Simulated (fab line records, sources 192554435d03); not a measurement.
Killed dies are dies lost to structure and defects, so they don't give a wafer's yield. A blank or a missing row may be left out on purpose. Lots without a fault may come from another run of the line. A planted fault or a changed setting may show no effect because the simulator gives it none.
Chamber matching | flow n5_finfet | N5_BEOL_M9_ETCH_76 on rie_diel-05: 4 sister chambers
The step etches underlayer in N2/H2, target depth 6.5 nm, time 5.2 s. 20 wafers are shown with their chamber, then 10 later ones without.

WAFERS WITH THEIR CHAMBER
wafer  | chamber | showerhead_plenum_p_Torr (Torr) | throttle_valve_pct (%) | drypump_motor_current_A (A)
L076.2 | 1       | 2.64                            | 17.92                  | 5.8
L076.4 | 0       | 2.56                            | 18.19                  | 5.2
L076.5 | 2       | 2.62                            | 18.13                  | 5.7
L080.1 | 3       | 2.70                            | 17.93                  | 5.8
L080.2 | 0       | 2.56                            | 18.22                  | 5.2
L080.3 | 1       | 2.64                            | 17.94                  | 5.8
L080.4 | 2       | 2.61                            | 18.09                  | 5.8
L080.5 | 0       | 2.56                            | 18.21                  | 5.2
L080.6 | 1       | 2.64                            | 17.94                  | 5.8
L081.1 | 1       | 2.64                            | 17.95                  | 5.8
L081.2 | 2       | 2.61                            | 18.12                  | 5.7
L081.5 | 0       | 2.56                            | 18.21                  | 5.3
L084.1 | 1       | 2.63                            | 17.98                  | 5.8
L084.3 | 0       | 2.55                            | 18.23                  | 5.2
L084.4 | 3       | 2.69                            | 17.95                  | 5.7
L085.1 | 3       | 2.69                            | 17.95                  | 5.7
L085.2 | 1       | 2.63                            | 17.95                  | 5.8
L085.3 | 2       | 2.61                            | 18.14                  | 5.7
L085.4 | 0       | 2.55                            | 18.23                  | 5.2
L085.5 | 2       | 2.61                            | 18.13                  | 5.8

SIGNATURES (means of the wafers above)
reading                  | chamber 0 | chamber 1 | chamber 2 | chamber 3 | scatter within a chamber
showerhead_plenum_p_Torr | 2.5567    | 2.6367    | 2.6120    | 2.6933    | 0.00508
throttle_valve_pct       | 18.2150   | 17.9467   | 18.1220   | 17.9433   | 0.0174
drypump_motor_current_A  | 5.217     | 5.800     | 5.740     | 5.733     | 0.0411
Rule: a wafer's distance from a chamber is the root of the sum, over the readings, of the square of ((its reading less the chamber's mean) divided by the reading's scatter). The wafer belongs to the nearest chamber; if the next one is less than 2 further off, it can't be placed. The scatter: the root of (the sum of the squares of (reading less its chamber's mean) over the shown wafers, divided by (wafers less chambers)).

WAFERS WITHOUT THEIR CHAMBER
wafer  | showerhead_plenum_p_Torr (Torr) | throttle_valve_pct (%) | drypump_motor_current_A (A)
L085.6 | 2.63                            | 17.97                  | 5.8
L090.1 | 2.55                            | 18.24                  | 5.2
L090.2 | 2.63                            | 17.99                  | 5.8
L090.4 | 2.69                            | 17.94                  | 5.7
L091.1 | 2.55                            | 18.24                  | 5.2
L091.2 | 2.60                            | 18.15                  | 5.7
L091.4 | 2.68                            | 17.96                  | 5.7
L096.1 | 2.54                            | 18.28                  | 5.2
L096.5 | 2.68                            | 17.99                  | 5.7
L096.6 | 2.62                            | 18.00                  | 5.8

WHICH CHAMBER EACH WENT THROUGH
wafer  | from the rows above | in truth
L085.6 | 1                   | 1
L090.1 | 0                   | 0
L090.2 | 1                   | 1
L090.4 | 3                   | 3
L091.1 | 0                   | 0
L091.2 | 2                   | 2
L091.4 | 3                   | 3
L096.1 | 0                   | 0
L096.5 | 3                   | 3
L096.6 | 1                   | 1
Placed correctly: 10 of 10. Can't be placed from these rows: 0. Placed wrongly: 0.
